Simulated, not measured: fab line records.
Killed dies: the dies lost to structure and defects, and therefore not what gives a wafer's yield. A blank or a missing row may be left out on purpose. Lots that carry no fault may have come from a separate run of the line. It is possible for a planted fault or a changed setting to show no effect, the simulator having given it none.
Matching of chambers :: flow n5Finfet :: N5_ZERO_LAYER_ETCH_18 on rieSi-06: 4 sister chambers
The step etches Si in HBr/Cl2, target depth 120 nm, time 40 s. 14 wafers are shown with their chamber, then 7 later ones without.

WAFERS PAIRED WITH THEIR CHAMBERS
wafer: L075.2
chamber: 3
drypumpMotorCurrentA (A): 5.2
throttleValvePct (%): 36.17
oesProductAu (a.u.): 0.985

wafer: L075.4
chamber: 0
drypumpMotorCurrentA (A): 5.2
throttleValvePct (%): 36.06
oesProductAu (a.u.): 1.007

wafer: L075.6
chamber: 0
drypumpMotorCurrentA (A): 5.2
throttleValvePct (%): 36.08
oesProductAu (a.u.): 1.001

wafer: L076.1
chamber: 2
drypumpMotorCurrentA (A): 5.8
throttleValvePct (%): 36.45
oesProductAu (a.u.): 1.010

wafer: L076.2
chamber: 1
drypumpMotorCurrentA (A): 5.6
throttleValvePct (%): 36.19
oesProductAu (a.u.): 1.005

wafer: L076.4
chamber: 0
drypumpMotorCurrentA (A): 5.2
throttleValvePct (%): 36.09
oesProductAu (a.u.): 1.004

wafer: L081.2
chamber: 0
drypumpMotorCurrentA (A): 5.2
throttleValvePct (%): 36.09
oesProductAu (a.u.): 0.997

wafer: L081.3
chamber: 3
drypumpMotorCurrentA (A): 5.2
throttleValvePct (%): 36.16
oesProductAu (a.u.): 0.988

wafer: L081.4
chamber: 2
drypumpMotorCurrentA (A): 5.8
throttleValvePct (%): 36.47
oesProductAu (a.u.): 1.009

wafer: L086.2
chamber: 0
drypumpMotorCurrentA (A): 5.2
throttleValvePct (%): 36.07
oesProductAu (a.u.): 0.997

wafer: L086.3
chamber: 2
drypumpMotorCurrentA (A): 5.8
throttleValvePct (%): 36.44
oesProductAu (a.u.): 1.012

wafer: L086.6
chamber: 1
drypumpMotorCurrentA (A): 5.6
throttleValvePct (%): 36.18
oesProductAu (a.u.): 1.005

wafer: L088.1
chamber: 3
drypumpMotorCurrentA (A): 5.3
throttleValvePct (%): 36.15
oesProductAu (a.u.): 0.986

wafer: L088.4
chamber: 0
drypumpMotorCurrentA (A): 5.2
throttleValvePct (%): 36.07
oesProductAu (a.u.): 1.000

SIGNATURES (averages over the wafers above)
reading: drypumpMotorCurrentA
chamber 0: 5.200
chamber 1: 5.600
chamber 2: 5.800
chamber 3: 5.233
scatter within a chamber: 0.0258

reading: throttleValvePct
chamber 0: 36.0767
chamber 1: 36.1850
chamber 2: 36.4533
chamber 3: 36.1600
scatter within a chamber: 0.012

reading: oesProductAu
chamber 0: 1.00100
chamber 1: 1.00500
chamber 2: 1.01033
chamber 3: 0.98633
scatter within a chamber: 0.00296
Rule: distance of a wafer from a chamber = root of the sum over the readings of ((wafer's reading minus chamber's mean) / reading's scatter) squared. If the next closest chamber is less than 2 further off than the closest, the wafer can't be placed; otherwise it belongs to the closest. How the scatter is found: for the shown wafers, subtract from each reading the mean of its chamber, square and add these, divide the total by (wafers less chambers), then take the root.

WAFERS WITHOUT THEIR CHAMBER
wafer: L088.6
drypumpMotorCurrentA (A): 5.8
throttleValvePct (%): 36.45
oesProductAu (a.u.): 1.015

wafer: L091.2
drypumpMotorCurrentA (A): 5.3
throttleValvePct (%): 36.16
oesProductAu (a.u.): 0.990

wafer: L091.5
drypumpMotorCurrentA (A): 5.3
throttleValvePct (%): 36.16
oesProductAu (a.u.): 0.997

wafer: L091.6
drypumpMotorCurrentA (A): 5.2
throttleValvePct (%): 36.07
oesProductAu (a.u.): 1.006

wafer: L094.1
drypumpMotorCurrentA (A): 5.3
throttleValvePct (%): 36.15
oesProductAu (a.u.): 0.988

wafer: L094.5
drypumpMotorCurrentA (A): 5.2
throttleValvePct (%): 36.08
oesProductAu (a.u.): 1.001

wafer: L094.6
drypumpMotorCurrentA (A): 5.7
throttleValvePct (%): 36.18
oesProductAu (a.u.): 1.000

WHICH CHAMBER EACH ONE RAN IN
wafer: L088.6
from the rows above: 2
in truth: 2

wafer: L091.2
from the rows above: 3
in truth: 3

wafer: L091.5
from the rows above: 3
in truth: 3

wafer: L091.6
from the rows above: 0
in truth: 0

wafer: L094.1
from the rows above: 3
in truth: 3

wafer: L094.5
from the rows above: 0
in truth: 0

wafer: L094.6
from the rows above: 1
in truth: 1
Correct placement for 7 of the 7. Not placeable from these rows: 0. Wrongly placed: 0.
